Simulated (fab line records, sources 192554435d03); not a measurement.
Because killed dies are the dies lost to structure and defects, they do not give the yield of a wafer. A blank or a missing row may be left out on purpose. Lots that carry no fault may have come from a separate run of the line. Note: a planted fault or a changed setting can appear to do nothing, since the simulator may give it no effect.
fab line records || flow n5_finfet || part 2 of 2: steps 28 to 34 of 34
record {"lots": 5, "wafers": 15, "last_day": 18}
route steps=1938 shown SD_EPI_N@282 SD_EPI_P@295
lots untouched by any fault: they come from a run of this same line in which no faults occurred
start_h: hours from the record's opening day to when the first of the lot's shown wafers began || wait_h: time in hours since the lot's previous step || " the same as in the row above || L1.1+2: one row covering several wafers at once || - either no value or no given start || * or withheld: withheld || < > ~ a bound
route shown NAME@n: NAME is a module with steps in the file, n the number in the route of the first one || usual: average and standard deviation across the fault-free wafers || same: alike in all rows || chamber/n: place in a boat || sites: readings site by site || _std_site: standard deviation of those values || _edge_site: mean of outer sites minus mean of inner sites || radius_mm: how far each site lies from the wafer's centre || mask NAME#n: copy n || behind: tool/chamber where the wafer was last shaped || hold: reason for holding the lot/hours on hold/outcome of the hold || device: whichever transistor did not switch (one of n, p or np) || end of line: the route-end tests of the same wafers || step lacking rows: just its recipe || killed: not the wafer's yield, but the dies lost to structure and defects at the first sort || map: a wafer's dies, marking killed ones x, the rest . and places with no die _
set.NAME: the setting as run; set.NAME@STEP: as run at that earlier step || model.NAME: the simulator's own value behind a step, which no gauge read
lots at selected steps of the route; one table per step, one row per wafer
services: when a tool's chamber went out of use (start_h, in hours from the record's first day, below 0 if earlier), for how many hours, and the reason
## steps
# step N5_SD_EPI_P_STRIP_38
# recipe {"chemistry": "N2/H2", "temp_c": 40, "n2_flow_sccm": 200, "h2_flow_sccm": 200, "rf_frequency_hz": 6e+07}
{"lot.wafer": "L078.1+2+5", "tool": "rie_diel-03", "chamber": "3,0,1", "start_h": 77.92, "wait_h": 0.2}
{"lot.wafer": "L081.1+3+5", "tool": "rie_diel-06", "chamber": "2,3,0", "start_h": 100.41, "wait_h": 0.2}
{"lot.wafer": "L084.3+4+6", "tool": "rie_diel-03", "chamber": "3,1,1", "start_h": 116.00, "wait_h": 0.2}
{"lot.wafer": "L092.1+3+5", "tool": "rie_diel-01", "chamber": "3,0,3", "start_h": 168.17, "wait_h": 0.2}
{"lot.wafer": "L097.1+3+6", "tool": "rie_diel-01", "chamber": "3,2,3", "start_h": 192.16, "wait_h": 0.2}
# step N5_SD_EPI_P_ETCHBACK_46
# recipe {"chemistry": "CH3F/O2", "mode": "anisotropic_etchback", "target": "SiNx", "target_depth_a": 175, "stop_on": "SiO2", "over_etch_frac": 0.3, "ion_energy_ev": 120, "pressure_mtorr": 30, "source_w": 395, "bias_w": 73, "Ar_flow_sccm": 150, "CH3F_flow_sccm": 30, "O2_flow_sccm": 20}
# usual {"drypump_motor_current_A": "5.9/0.44", "oes_product_au": "0.65/0.047", "rf_vpp_V": "296/9.4", "showerhead_plenum_p_Torr": "2.00/0.081", "throttle_valve_pct": "16.45/0.29"}
# same {"over_etch_frac": 0.3}
{"lot.wafer": "L078.1", "tool": "rie_diel-03", "chamber": 3, "start_h": 77.93, "wait_h": 0.0, "drypump_motor_current_A": 5.8, "oes_product_au": 0.70, "rf_hours_counter_h": 79, "rf_vpp_V": 294, "showerhead_plenum_p_Torr": 1.96, "throttle_valve_pct": 16.06}
{"lot.wafer": "L078.2", "tool": "rie_diel-03", "chamber": 0, "start_h": 77.93, "wait_h": 0.0, "drypump_motor_current_A": 5.7, "oes_product_au": 0.67, "rf_hours_counter_h": 122, "rf_vpp_V": 304, "showerhead_plenum_p_Torr": 2.09, "throttle_valve_pct": 16.61}
{"lot.wafer": "L078.5", "tool": "rie_diel-03", "chamber": 1, "start_h": 77.93, "wait_h": 0.0, "drypump_motor_current_A": 6.8, "oes_product_au": 0.61, "rf_hours_counter_h": "-", "rf_vpp_V": 294, "showerhead_plenum_p_Torr": 1.92, "throttle_valve_pct": 16.68}
{"lot.wafer": "L081.1", "tool": "rie_diel-06", "chamber": 2, "start_h": 100.42, "wait_h": 0.0, "drypump_motor_current_A": 5.6, "oes_product_au": 0.61, "rf_hours_counter_h": 220, "rf_vpp_V": 299, "showerhead_plenum_p_Torr": 1.98, "throttle_valve_pct": 16.88}
{"lot.wafer": "L081.3", "tool": "rie_diel-06", "chamber": 3, "start_h": 100.42, "wait_h": 0.0, "drypump_motor_current_A": 5.9, "oes_product_au": 0.67, "rf_hours_counter_h": 102, "rf_vpp_V": 283, "showerhead_plenum_p_Torr": 1.86, "throttle_valve_pct": 16.05}
{"lot.wafer": "L081.5", "tool": "rie_diel-06", "chamber": 0, "start_h": 100.42, "wait_h": 0.0, "drypump_motor_current_A": 6.5, "oes_product_au": 0.65, "rf_hours_counter_h": "-", "rf_vpp_V": 286, "showerhead_plenum_p_Torr": 1.92, "throttle_valve_pct": 16.08}
{"lot.wafer": "L084.3", "tool": "rie_diel-03", "chamber": 3, "start_h": 116.01, "wait_h": 0.0, "drypump_motor_current_A": 5.8, "oes_product_au": 0.68, "rf_hours_counter_h": 90, "rf_vpp_V": 294, "showerhead_plenum_p_Torr": 1.96, "throttle_valve_pct": 16.11}
{"lot.wafer": "L084.4", "tool": "rie_diel-03", "chamber": 1, "start_h": 116.01, "wait_h": 0.0, "drypump_motor_current_A": 6.8, "oes_product_au": 0.61, "rf_hours_counter_h": 182, "rf_vpp_V": 295, "showerhead_plenum_p_Torr": 1.91, "throttle_valve_pct": 16.69}
{"lot.wafer": "L084.6", "tool": "rie_diel-03", "chamber": 1, "start_h": 116.01, "wait_h": 0.0, "drypump_motor_current_A": 6.8, "oes_product_au": 0.61, "rf_hours_counter_h": "-", "rf_vpp_V": 292, "showerhead_plenum_p_Torr": 1.92, "throttle_valve_pct": 16.68}
{"lot.wafer": "L092.1", "tool": "rie_diel-01", "chamber": 3, "start_h": 168.18, "wait_h": 0.0, "drypump_motor_current_A": 5.4, "oes_product_au": 0.66, "rf_hours_counter_h": 135, "rf_vpp_V": 295, "showerhead_plenum_p_Torr": 2.01, "throttle_valve_pct": 16.65}
{"lot.wafer": "L092.3", "tool": "rie_diel-01", "chamber": 0, "start_h": 168.18, "wait_h": 0.0, "drypump_motor_current_A": 5.5, "oes_product_au": 0.61, "rf_hours_counter_h": 217, "rf_vpp_V": 289, "showerhead_plenum_p_Torr": 1.99, "throttle_valve_pct": 16.68}
{"lot.wafer": "L092.5", "tool": "rie_diel-01", "chamber": 3, "start_h": 168.18, "wait_h": 0.0, "drypump_motor_current_A": 5.4, "oes_product_au": 0.66, "rf_hours_counter_h": "-", "rf_vpp_V": 296, "showerhead_plenum_p_Torr": 2.01, "throttle_valve_pct": 16.64}
{"lot.wafer": "L097.1", "tool": "rie_diel-01", "chamber": 3, "start_h": 192.17, "wait_h": 0.0, "drypump_motor_current_A": 5.4, "oes_product_au": 0.65, "rf_hours_counter_h": 144, "rf_vpp_V": 295, "showerhead_plenum_p_Torr": 2.00, "throttle_valve_pct": 16.67}
{"lot.wafer": "L097.3", "tool": "rie_diel-01", "chamber": 2, "start_h": 192.17, "wait_h": 0.0, "drypump_motor_current_A": 5.4, "oes_product_au": 0.63, "rf_hours_counter_h": 189, "rf_vpp_V": 302, "showerhead_plenum_p_Torr": 2.08, "throttle_valve_pct": 16.51}
{"lot.wafer": "L097.6", "tool": "rie_diel-01", "chamber": 3, "start_h": 192.17, "wait_h": 0.0, "drypump_motor_current_A": 5.4, "oes_product_au": 0.65, "rf_hours_counter_h": "-", "rf_vpp_V": 294, "showerhead_plenum_p_Torr": 2.00, "throttle_valve_pct": 16.65}
# step N5_SD_EPI_P_ETCH_47
# recipe {"chemistry": "CH3F/O2", "target": "SiOCN", "target_depth_a": 250, "mask_material": "SOC", "ion_energy_ev": 60, "bias_w": 29, "pressure_mtorr": 30, "source_w": 410, "Ar_flow_sccm": 150, "CH3F_flow_sccm": 30, "O2_flow_sccm": 20}
# usual {"drypump_motor_current_A": "5.9/0.44", "oes_product_au": "0.76/0.059", "rf_vpp_V": "127/3.9", "showerhead_plenum_p_Torr": "2.00/0.081", "throttle_valve_pct": "16.42/0.29"}
{"lot.wafer": "L078.1", "tool": "rie_diel-03", "chamber": 3, "start_h": 78.03, "wait_h": 0.1, "drypump_motor_current_A": 5.8, "oes_product_au": 0.82, "rf_hours_counter_h": 79, "rf_vpp_V": 125, "showerhead_plenum_p_Torr": 1.96, "throttle_valve_pct": 16.05}
{"lot.wafer": "L078.2", "tool": "rie_diel-03", "chamber": 0, "start_h": 78.03, "wait_h": 0.1, "drypump_motor_current_A": 5.8, "oes_product_au": 0.78, "rf_hours_counter_h": 122, "rf_vpp_V": 130, "showerhead_plenum_p_Torr": 2.09, "throttle_valve_pct": 16.58}
{"lot.wafer": "L078.5", "tool": "rie_diel-03", "chamber": 1, "start_h": 78.03, "wait_h": 0.1, "drypump_motor_current_A": 6.8, "oes_product_au": 0.71, "rf_hours_counter_h": "-", "rf_vpp_V": 126, "showerhead_plenum_p_Torr": 1.92, "throttle_valve_pct": 16.65}
{"lot.wafer": "L081.1", "tool": "rie_diel-06", "chamber": 2, "start_h": 100.52, "wait_h": 0.1, "drypump_motor_current_A": 5.7, "oes_product_au": 0.72, "rf_hours_counter_h": 220, "rf_vpp_V": 128, "showerhead_plenum_p_Torr": 1.98, "throttle_valve_pct": 16.88}
{"lot.wafer": "L081.3", "tool": "rie_diel-06", "chamber": 3, "start_h": 100.52, "wait_h": 0.1, "drypump_motor_current_A": 5.9, "oes_product_au": 0.80, "rf_hours_counter_h": 102, "rf_vpp_V": 122, "showerhead_plenum_p_Torr": 1.86, "throttle_valve_pct": 16.03}
{"lot.wafer": "L081.5", "tool": "rie_diel-06", "chamber": 0, "start_h": 100.52, "wait_h": 0.1, "drypump_motor_current_A": 6.5, "oes_product_au": 0.77, "rf_hours_counter_h": "-", "rf_vpp_V": 123, "showerhead_plenum_p_Torr": 1.92, "throttle_valve_pct": 16.05}
{"lot.wafer": "L084.3", "tool": "rie_diel-03", "chamber": 3, "start_h": 116.11, "wait_h": 0.1, "drypump_motor_current_A": 5.9, "oes_product_au": 0.82, "rf_hours_counter_h": 90, "rf_vpp_V": 127, "showerhead_plenum_p_Torr": 1.96, "throttle_valve_pct": 16.07}
{"lot.wafer": "L084.4", "tool": "rie_diel-03", "chamber": 1, "start_h": 116.11, "wait_h": 0.1, "drypump_motor_current_A": 6.8, "oes_product_au": 0.70, "rf_hours_counter_h": 182, "rf_vpp_V": 125, "showerhead_plenum_p_Torr": 1.92, "throttle_valve_pct": 16.66}
{"lot.wafer": "L084.6", "tool": "rie_diel-03", "chamber": 1, "start_h": 116.11, "wait_h": 0.1, "drypump_motor_current_A": 6.8, "oes_product_au": 0.70, "rf_hours_counter_h": "-", "rf_vpp_V": 125, "showerhead_plenum_p_Torr": 1.92, "throttle_valve_pct": 16.67}
{"lot.wafer": "L092.1", "tool": "rie_diel-01", "chamber": 3, "start_h": 168.28, "wait_h": 0.1, "drypump_motor_current_A": 5.4, "oes_product_au": 0.77, "rf_hours_counter_h": 135, "rf_vpp_V": 126, "showerhead_plenum_p_Torr": 2.01, "throttle_valve_pct": 16.61}
{"lot.wafer": "L092.3", "tool": "rie_diel-01", "chamber": 0, "start_h": 168.28, "wait_h": 0.1, "drypump_motor_current_A": 5.5, "oes_product_au": 0.69, "rf_hours_counter_h": 217, "rf_vpp_V": 125, "showerhead_plenum_p_Torr": 1.99, "throttle_valve_pct": 16.65}
{"lot.wafer": "L092.5", "tool": "rie_diel-01", "chamber": 3, "start_h": 168.28, "wait_h": 0.1, "drypump_motor_current_A": 5.4, "oes_product_au": 0.77, "rf_hours_counter_h": "-", "rf_vpp_V": 126, "showerhead_plenum_p_Torr": 2.01, "throttle_valve_pct": 16.62}
{"lot.wafer": "L097.1", "tool": "rie_diel-01", "chamber": 3, "start_h": 192.27, "wait_h": 0.1, "drypump_motor_current_A": 5.4, "oes_product_au": 0.76, "rf_hours_counter_h": 144, "rf_vpp_V": 126, "showerhead_plenum_p_Torr": 2.00, "throttle_valve_pct": 16.64}
{"lot.wafer": "L097.3", "tool": "rie_diel-01", "chamber": 2, "start_h": 192.27, "wait_h": 0.1, "drypump_motor_current_A": 5.4, "oes_product_au": 0.73, "rf_hours_counter_h": 189, "rf_vpp_V": 129, "showerhead_plenum_p_Torr": 2.07, "throttle_valve_pct": 16.46}
{"lot.wafer": "L097.6", "tool": "rie_diel-01", "chamber": 3, "start_h": 192.27, "wait_h": 0.1, "drypump_motor_current_A": 5.4, "oes_product_au": 0.76, "rf_hours_counter_h": "-", "rf_vpp_V": 126, "showerhead_plenum_p_Torr": 2.00, "throttle_valve_pct": 16.65}
# step N5_SD_EPI_P_ETCH_16
# recipe {"chemistry": "CHF3/O2", "target": "SiO2", "target_depth_a": 50, "mask_material": "SOC", "pressure_mtorr": 30, "source_w": 650, "bias_w": 170, "Ar_flow_sccm": 200, "CHF3_flow_sccm": 50, "O2_flow_sccm": 5, "ion_energy_ev": 200}
# usual {"drypump_motor_current_A": "5.9/0.44", "oes_product_au": "0.76/0.059", "rf_vpp_V": "522/17", "showerhead_plenum_p_Torr": "2.41/0.096", "throttle_valve_pct": "19.00/0.3"}
{"lot.wafer": "L078.1", "tool": "rie_diel-03", "chamber": 3, "start_h": 78.13, "wait_h": 0.1, "drypump_motor_current_A": 5.8, "oes_product_au": 0.82, "rf_hours_counter_h": 79, "rf_vpp_V": 516, "showerhead_plenum_p_Torr": 2.36, "throttle_valve_pct": 18.58}
{"lot.wafer": "L078.2", "tool": "rie_diel-03", "chamber": 0, "start_h": 78.13, "wait_h": 0.1, "drypump_motor_current_A": 5.7, "oes_product_au": 0.79, "rf_hours_counter_h": 122, "rf_vpp_V": 536, "showerhead_plenum_p_Torr": 2.52, "throttle_valve_pct": 19.22}
{"lot.wafer": "L078.5", "tool": "rie_diel-03", "chamber": 1, "start_h": 78.13, "wait_h": 0.1, "drypump_motor_current_A": 6.8, "oes_product_au": 0.71, "rf_hours_counter_h": "-", "rf_vpp_V": 517, "showerhead_plenum_p_Torr": 2.31, "throttle_valve_pct": 19.22}
{"lot.wafer": "L081.1", "tool": "rie_diel-06", "chamber": 2, "start_h": 100.62, "wait_h": 0.1, "drypump_motor_current_A": 5.6, "oes_product_au": 0.72, "rf_hours_counter_h": 220, "rf_vpp_V": 529, "showerhead_plenum_p_Torr": 2.39, "throttle_valve_pct": 19.47}
{"lot.wafer": "L081.3", "tool": "rie_diel-06", "chamber": 3, "start_h": 100.62, "wait_h": 0.1, "drypump_motor_current_A": 5.9, "oes_product_au": 0.79, "rf_hours_counter_h": 102, "rf_vpp_V": 498, "showerhead_plenum_p_Torr": 2.25, "throttle_valve_pct": 18.63}
{"lot.wafer": "L081.5", "tool": "rie_diel-06", "chamber": 0, "start_h": 100.62, "wait_h": 0.1, "drypump_motor_current_A": 6.5, "oes_product_au": 0.77, "rf_hours_counter_h": "-", "rf_vpp_V": 503, "showerhead_plenum_p_Torr": 2.31, "throttle_valve_pct": 18.57}
{"lot.wafer": "L084.3", "tool": "rie_diel-03", "chamber": 3, "start_h": 116.21, "wait_h": 0.1, "drypump_motor_current_A": 5.8, "oes_product_au": 0.81, "rf_hours_counter_h": 90, "rf_vpp_V": 517, "showerhead_plenum_p_Torr": 2.35, "throttle_valve_pct": 18.60}
{"lot.wafer": "L084.4", "tool": "rie_diel-03", "chamber": 1, "start_h": 116.21, "wait_h": 0.1, "drypump_motor_current_A": 6.8, "oes_product_au": 0.70, "rf_hours_counter_h": 182, "rf_vpp_V": 516, "showerhead_plenum_p_Torr": 2.31, "throttle_valve_pct": 19.25}
{"lot.wafer": "L084.6", "tool": "rie_diel-03", "chamber": 1, "start_h": 116.21, "wait_h": 0.1, "drypump_motor_current_A": 6.8, "oes_product_au": 0.69, "rf_hours_counter_h": "-", "rf_vpp_V": 516, "showerhead_plenum_p_Torr": 2.31, "throttle_valve_pct": 19.23}
{"lot.wafer": "L092.1", "tool": "rie_diel-01", "chamber": 3, "start_h": 168.38, "wait_h": 0.1, "drypump_motor_current_A": 5.4, "oes_product_au": 0.77, "rf_hours_counter_h": 135, "rf_vpp_V": 519, "showerhead_plenum_p_Torr": 2.42, "throttle_valve_pct": 19.21}
{"lot.wafer": "L092.3", "tool": "rie_diel-01", "chamber": 0, "start_h": 168.38, "wait_h": 0.1, "drypump_motor_current_A": 5.5, "oes_product_au": 0.70, "rf_hours_counter_h": 217, "rf_vpp_V": 510, "showerhead_plenum_p_Torr": 2.39, "throttle_valve_pct": 19.19}
{"lot.wafer": "L092.5", "tool": "rie_diel-01", "chamber": 3, "start_h": 168.38, "wait_h": 0.1, "drypump_motor_current_A": 5.4, "oes_product_au": 0.77, "rf_hours_counter_h": "-", "rf_vpp_V": 519, "showerhead_plenum_p_Torr": 2.42, "throttle_valve_pct": 19.22}
{"lot.wafer": "L097.1", "tool": "rie_diel-01", "chamber": 3, "start_h": 192.37, "wait_h": 0.1, "drypump_motor_current_A": 5.4, "oes_product_au": 0.76, "rf_hours_counter_h": 144, "rf_vpp_V": 518, "showerhead_plenum_p_Torr": 2.41, "throttle_valve_pct": 19.24}
{"lot.wafer": "L097.3", "tool": "rie_diel-01", "chamber": 2, "start_h": 192.37, "wait_h": 0.1, "drypump_motor_current_A": 5.4, "oes_product_au": 0.72, "rf_hours_counter_h": 189, "rf_vpp_V": 532, "showerhead_plenum_p_Torr": 2.50, "throttle_valve_pct": 19.03}
{"lot.wafer": "L097.6", "tool": "rie_diel-01", "chamber": 3, "start_h": 192.37, "wait_h": 0.1, "drypump_motor_current_A": 5.4, "oes_product_au": 0.76, "rf_hours_counter_h": "-", "rf_vpp_V": 517, "showerhead_plenum_p_Torr": 2.41, "throttle_valve_pct": 19.25}
# step N5_SD_EPI_P_STRIP_50
# recipe {"chemistry": "CHF3/O2", "resist": "SiARC", "rf_frequency_hz": 6e+07}
{"lot.wafer": "L078.1+2+5", "tool": "rie_diel-03", "chamber": "3,0,1", "start_h": 78.17, "wait_h": 0.0}
{"lot.wafer": "L081.1+3+5", "tool": "rie_diel-06", "chamber": "2,3,0", "start_h": 100.66, "wait_h": 0.0}
{"lot.wafer": "L084.3+4+6", "tool": "rie_diel-03", "chamber": "3,1,1", "start_h": 116.25, "wait_h": 0.0}
{"lot.wafer": "L092.1+3+5", "tool": "rie_diel-01", "chamber": "3,0,3", "start_h": 168.42, "wait_h": 0.0}
{"lot.wafer": "L097.1+3+6", "tool": "rie_diel-01", "chamber": "3,2,3", "start_h": 192.41, "wait_h": 0.0}
# step N5_SD_EPI_P_SD_RECESS_17
# recipe {"chemistry": "HBr/Cl2/O2", "target_depth_a": 391, "bt_time_s": 3, "pressure_mtorr": 10, "icp_w": 800, "bias_w": 112, "HBr_flow_sccm": 150, "Cl2_flow_sccm": 80, "O2_flow_sccm": 12}
# usual {"drypump_motor_current_A": "5.7/0.46", "he_backside_leak_sccm": "2.7/0.34", "oes_product_au": "0.987/0.015", "throttle_valve_pct": "37.2/0.37"}
{"lot.wafer": "L078.1", "tool": "rie_si-01", "chamber": 2, "start_h": 78.20, "wait_h": 0.0, "drypump_motor_current_A": 5.7, "he_backside_leak_sccm": 2.5, "oes_product_au": 0.963, "rf_hours_counter_h": 68, "throttle_valve_pct": 36.8}
{"lot.wafer": "L078.2", "tool": "rie_si-01", "chamber": 3, "start_h": 78.20, "wait_h": 0.0, "drypump_motor_current_A": 5.8, "he_backside_leak_sccm": 2.7, "oes_product_au": 0.990, "rf_hours_counter_h": 34, "throttle_valve_pct": 37.5}
{"lot.wafer": "L078.5", "tool": "rie_si-01", "chamber": 1, "start_h": 78.20, "wait_h": 0.0, "drypump_motor_current_A": 5.2, "he_backside_leak_sccm": 2.4, "oes_product_au": 0.985, "rf_hours_counter_h": "-", "throttle_valve_pct": 36.8}
{"lot.wafer": "L081.1", "tool": "rie_si-04", "chamber": 1, "start_h": 100.69, "wait_h": 0.0, "drypump_motor_current_A": 5.5, "he_backside_leak_sccm": 5.1, "oes_product_au": 0.963, "rf_hours_counter_h": 86, "throttle_valve_pct": 36.8}
{"lot.wafer": "L081.3", "tool": "rie_si-04", "chamber": 0, "start_h": 100.69, "wait_h": 0.0, "drypump_motor_current_A": 5.5, "he_backside_leak_sccm": 2.6, "oes_product_au": 0.990, "rf_hours_counter_h": 110, "throttle_valve_pct": 37.2}
{"lot.wafer": "L081.5", "tool": "rie_si-04", "chamber": 1, "start_h": 100.69, "wait_h": 0.0, "drypump_motor_current_A": 5.5, "he_backside_leak_sccm": 3.1, "oes_product_au": 0.967, "rf_hours_counter_h": "-", "throttle_valve_pct": 36.8}
{"lot.wafer": "L084.3", "tool": "rie_si-01", "chamber": 0, "start_h": 116.28, "wait_h": 0.0, "drypump_motor_current_A": 5.0, "he_backside_leak_sccm": 3.0, "oes_product_au": 0.998, "rf_hours_counter_h": 148, "throttle_valve_pct": 36.9}
{"lot.wafer": "L084.4", "tool": "rie_si-01", "chamber": 2, "start_h": 116.28, "wait_h": 0.0, "drypump_motor_current_A": 5.7, "he_backside_leak_sccm": 2.6, "oes_product_au": 0.969, "rf_hours_counter_h": 69, "throttle_valve_pct": 36.8}
{"lot.wafer": "L084.6", "tool": "rie_si-01", "chamber": 1, "start_h": 116.28, "wait_h": 0.0, "drypump_motor_current_A": 5.2, "he_backside_leak_sccm": 2.5, "oes_product_au": 0.992, "rf_hours_counter_h": "-", "throttle_valve_pct": 36.8}
{"lot.wafer": "L092.1", "tool": "rie_si-04", "chamber": 2, "start_h": 168.45, "wait_h": 0.0, "drypump_motor_current_A": 6.5, "he_backside_leak_sccm": 2.6, "oes_product_au": 1.006, "rf_hours_counter_h": 21, "throttle_valve_pct": 37.8}
{"lot.wafer": "L092.3", "tool": "rie_si-04", "chamber": 3, "start_h": 168.45, "wait_h": 0.0, "drypump_motor_current_A": 5.6, "he_backside_leak_sccm": 2.3, "oes_product_au": 0.981, "rf_hours_counter_h": 145, "throttle_valve_pct": 37.2}
{"lot.wafer": "L092.5", "tool": "rie_si-04", "chamber": 3, "start_h": 168.45, "wait_h": 0.0, "drypump_motor_current_A": 5.6, "he_backside_leak_sccm": 2.5, "oes_product_au": 0.983, "rf_hours_counter_h": "-", "throttle_valve_pct": 37.2}
{"lot.wafer": "L097.1", "tool": "rie_si-06", "chamber": 0, "start_h": 192.44, "wait_h": 0.0, "drypump_motor_current_A": 5.9, "he_backside_leak_sccm": 2.9, "oes_product_au": 0.968, "rf_hours_counter_h": 164, "throttle_valve_pct": 36.9}
{"lot.wafer": "L097.3", "tool": "rie_si-06", "chamber": 2, "start_h": 192.44, "wait_h": 0.0, "drypump_motor_current_A": 5.2, "he_backside_leak_sccm": 2.7, "oes_product_au": 1.005, "rf_hours_counter_h": 2, "throttle_valve_pct": 37.2}
{"lot.wafer": "L097.6", "tool": "rie_si-06", "chamber": 0, "start_h": 192.44, "wait_h": 0.0, "drypump_motor_current_A": 5.9, "he_backside_leak_sccm": 2.9, "oes_product_au": 0.967, "rf_hours_counter_h": "-", "throttle_valve_pct": 36.9}
# step N5_SD_EPI_P_WET_ETCH_45
# recipe {"chemistry": "dHF", "dilution": "withheld", "time_s": 10.7, "target": "SiO2", "target_depth_a": 20, "temp_c": 25, "dry": "ipa_marangoni", "rinse_time_s": 30, "rinse_temp_c": 23}
{"lot.wafer": "L078.1+2+5", "tool": "wet_bench-02", "chamber": "0,4,6", "start_h": 78.30, "wait_h": 0.1}
{"lot.wafer": "L081.1+3+5", "tool": "wet_bench-02", "chamber": "4,0,5", "start_h": 100.79, "wait_h": 0.1}
{"lot.wafer": "L084.3+4+6", "tool": "wet_bench-01", "chamber": "6,2,5", "start_h": 116.37, "wait_h": 0.1}
{"lot.wafer": "L092.1+3+5", "tool": "wet_bench-02", "chamber": "4,1,3", "start_h": 168.54, "wait_h": 0.1}
{"lot.wafer": "L097.1+3+6", "tool": "wet_bench-05", "chamber": "6,7,5", "start_h": 192.54, "wait_h": 0.1}
## services
{"tool": "wet_bench-02", "chamber": "-", "start_h": 58.53, "hours": 2.1, "kind": "repair"}
{"tool": "rie_si-04", "chamber": 3, "start_h": 66.80, "hours": 8.6, "kind": "repair"}
{"tool": "arfi_scanner-02", "chamber": "-", "start_h": 73.40, "hours": 1.3, "kind": "pm"}
{"tool": "ald_sin-04", "chamber": "-", "start_h": 79.54, "hours": 14.6, "kind": "pm"}
{"tool": "arfi_scanner-02", "chamber": "-", "start_h": 81.38, "hours": 0.8, "kind": "pm"}
{"tool": "arfi_scanner-01", "chamber": "-", "start_h": 84.88, "hours": 0.8, "kind": "pm"}
{"tool": "ald_sin-01", "chamber": "-", "start_h": 85.29, "hours": 14.0, "kind": "pm"}
{"tool": "rie_diel-01", "chamber": 0, "start_h": 90.51, "hours": 8.2, "kind": "repair"}
{"tool": "rie_diel-06", "chamber": 0, "start_h": 92.45, "hours": 4.8, "kind": "repair"}
{"tool": "arfi_scanner-01", "chamber": "-", "start_h": 92.57, "hours": 0.8, "kind": "repair"}
{"tool": "arfi_scanner-02", "chamber": "-", "start_h": 93.67, "hours": 2.2, "kind": "repair"}
{"tool": "plasma_asher-02", "chamber": "-", "start_h": 95.35, "hours": 2.5, "kind": "repair"}
{"tool": "rie_si-01", "chamber": "-", "start_h": 95.36, "hours": 2.8, "kind": "pm"}
{"tool": "ald_sin-04", "chamber": "-", "start_h": 95.57, "hours": 0.2, "kind": "repair"}
{"tool": "arfi_scanner-02", "chamber": "-", "start_h": 96.36, "hours": 1.0, "kind": "pm"}
{"tool": "wet_bench-05", "chamber": "-", "start_h": 100.65, "hours": 3.1, "kind": "repair"}
{"tool": "arfi_scanner-02", "chamber": "-", "start_h": 100.70, "hours": 0.8, "kind": "pm"}
{"tool": "arfi_scanner-03", "chamber": "-", "start_h": 102.50, "hours": 0.8, "kind": "pm"}
{"tool": "ald_sin-04", "chamber": 3, "start_h": 103.49, "hours": 7.6, "kind": "repair"}
{"tool": "rie_diel-01", "chamber": 0, "start_h": 116.14, "hours": 1.5, "kind": "repair"}
{"tool": "rie_diel-01", "chamber": 2, "start_h": 127.11, "hours": 6.6, "kind": "repair"}
{"tool": "rie_diel-03", "chamber": 2, "start_h": 140.26, "hours": 5.8, "kind": "repair"}
{"tool": "rie_diel-06", "chamber": 1, "start_h": 154.34, "hours": 5.2, "kind": "repair"}
{"tool": "arfi_scanner-02", "chamber": "-", "start_h": 189.07, "hours": 0.7, "kind": "repair"}
